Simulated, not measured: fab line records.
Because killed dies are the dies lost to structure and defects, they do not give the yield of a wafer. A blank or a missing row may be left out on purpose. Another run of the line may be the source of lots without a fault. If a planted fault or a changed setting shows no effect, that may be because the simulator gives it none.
Split-lot experiment -- flow n5 finfet -- 39 wafers read across 7 lots, on a route 1938 steps long

ON THE SPLIT
At N5_HKMG_FIN_HK_ALD_01 (deposits HfO2, target thk 1.6 nm, pulse time 3 s, purge time 3 s), the setting ald cycles was moved away from the recipe's 30 on 12 of the 39 wafers read, by -20.0% to +26.7%. The other wafers ran this setting at the recipe's value.

FROM THE SPLIT TO THE READING: what the file shows between them, 4 steps
- N5_HKMG_FIN_HK_ANNEAL_02: time 30 s
- N5_HKMG_FIN_ALD_74: deposits La2O3, target thk 0.5 nm, pulse time 6 s, co reactant pulse time 1 s
- N5_HKMG_FIN_WET_ETCH_82: etches La2O3 in dHCl, stops on HfO2, target depth 2 nm, rinse time 30 s
- N5_HKMG_FIN_ALD_36: deposits TiN, target thk 1 nm, pulse time 1 s, purge time 3 s

THE READING
HK_THK, in nm, at N5_HKMG_FIN_THK_MEAS_70 (measures by xrf). A value of 1.613 nm with a standard deviation of 0.022 nm is what fault-free wafers of this fab line usually give.

wafer,"tool, chamber at the split",ald cycles as run,against the recipe,"HK_THK, nm",against lot-mates on the recipe
L076.1,"ald hk-01, 0,1,3,2,3,2",30,recipe,1.621,-
L076.2,"ald hk-01, 0,1,3,2,3,2",30,recipe,1.600,-
L076.3,"ald hk-01, 0,1,3,2,3,2",30,recipe,1.586,-
L076.4,"ald hk-01, 0,1,3,2,3,2",30,recipe,1.596,-
L076.5,"ald hk-01, 0,1,3,2,3,2",30,recipe,1.623,-
L076.6,"ald hk-01, 0,1,3,2,3,2",30,recipe,1.572,-
L077.1,"ald hk-02, 1,2,0",30,recipe,1.591,-
L077.2,"ald hk-02, 3,0,1",35,+16.7%,1.865,+0.258
L077.3,"ald hk-02, 1,2,0",30,recipe,1.626,-
L077.4,"ald hk-02, 3,0,1",35,+16.7%,1.916,+0.309
L077.5,"ald hk-02, 3,0,1",35,+16.7%,1.847,+0.240
L077.6,"ald hk-02, 1,2,0",30,recipe,1.604,-
L083.1,"ald hk-01, 0,3,0",30,recipe,1.623,-
L083.3,"ald hk-01, 0,3,0",30,recipe,1.616,-
L083.5,"ald hk-01, 0,3,0",30,recipe,1.620,-
L085.1,"ald hk-02, 0,2,0",38,+26.7%,2.048,+0.435
L085.2,"ald hk-02, 3,1,1",30,recipe,1.610,-
L085.3,"ald hk-02, 3,1,1",30,recipe,1.616,-
L085.4,"ald hk-02, 0,2,0",38,+26.7%,2.040,+0.427
L085.5,"ald hk-02, 3,1,1",30,recipe,1.612,-
L085.6,"ald hk-02, 0,2,0",38,+26.7%,2.051,+0.438
L086.1,"ald hk-03, 2,1,3,0,0,1",30,recipe,1.603,-
L086.2,"ald hk-03, 2,1,3,0,0,1",30,recipe,1.591,-
L086.3,"ald hk-03, 2,1,3,0,0,1",30,recipe,1.604,-
L086.4,"ald hk-03, 2,1,3,0,0,1",30,recipe,1.613,-
L086.5,"ald hk-03, 2,1,3,0,0,1",30,recipe,1.596,-
L086.6,"ald hk-03, 2,1,3,0,0,1",30,recipe,1.623,-
L088.1,"ald hk-01, 3,2,0",25,-16.7%,1.321,-0.300
L088.2,"ald hk-01, 3,2,0",25,-16.7%,1.304,-0.317
L088.3,"ald hk-01, 1,2,3",30,recipe,1.639,-
L088.4,"ald hk-01, 3,2,0",25,-16.7%,1.376,-0.245
L088.5,"ald hk-01, 1,2,3",30,recipe,1.618,-
L088.6,"ald hk-01, 1,2,3",30,recipe,1.606,-
L097.1,"ald hk-02, 3,2,1",24,-20.0%,1.263,-0.336
L097.2,"ald hk-02, 3,2,1",24,-20.0%,1.287,-0.312
L097.3,"ald hk-02, 3,2,1",24,-20.0%,1.267,-0.332
L097.4,"ald hk-02, 0,0,3",30,recipe,1.615,-
L097.5,"ald hk-02, 0,0,3",30,recipe,1.592,-
L097.6,"ald hk-02, 0,0,3",30,recipe,1.589,-
Rows listing several chambers each stand for several wafers; the file does not say which wafer went through which chamber.

THE FIT
A straight line over all 39 wafers: HK_THK changes by +0.0165 nm for each +1% of ald cycles; r = +1.00; the points scatter about the line by 0.018 nm.
The same after taking each lot's own level away (the mean of its wafers on the recipe; 39 wafers): +0.0164 nm for each +1%; r = +1.00; scatter 0.017 nm.
That fit puts the effect of the largest move of ald cycles on the reading at 0.44 nm.
Across the lots, their own levels run from 1.5987 to 1.6210 nm, a range of 1.0 times the standard deviation given above.
The two slopes are in agreement: the lot-to-lot level therefore moves the slope only a little.
Check: +0.437 nm against its lot-mates is what the line predicts for one of the wafers moved furthest among these (+26.7%) when that wafer is left out of the fit. Against them it came out at +0.435 nm.

FURTHER SPLITS ON THESE WAFERS
These wafers also went through other splits before the reading. Each is held against what the fit with the lots' levels taken away leaves over:
other split on the same wafers,wafers away from the commonest value,r with HK_THK (lot level and that fit taken away)
N5_FIN_SAQP_HM_DEP_72 time s,15,+0.08
N5_SD_EPI_N_ETCH_45 target depth a,15,-0.36

THE WHOLE CHAIN: every reading that the file lists as answering this split, in the file's order
step,what it does,reading,change (the file's fit),r (the file's)
N5_HKMG_FIN_HK_ALD_01,"deposits HfO2, target thk 1.6 nm, pulse time 3 s, purge time 3 s","HfO2_of_HKMG_FIN_HK_ALD_01.thk nm (the simulator's own value, which no gauge read)",+0.0152 nm for each +1% of the setting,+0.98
N5_HKMG_FIN_THK_MEAS_70,measures by xrf,HK_THK,+0.0164 for each +1% of the setting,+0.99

THE FILE'S OWN FIT
HK_THK changes by +0.0164 nm for each +1% of ald cycles, r = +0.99.
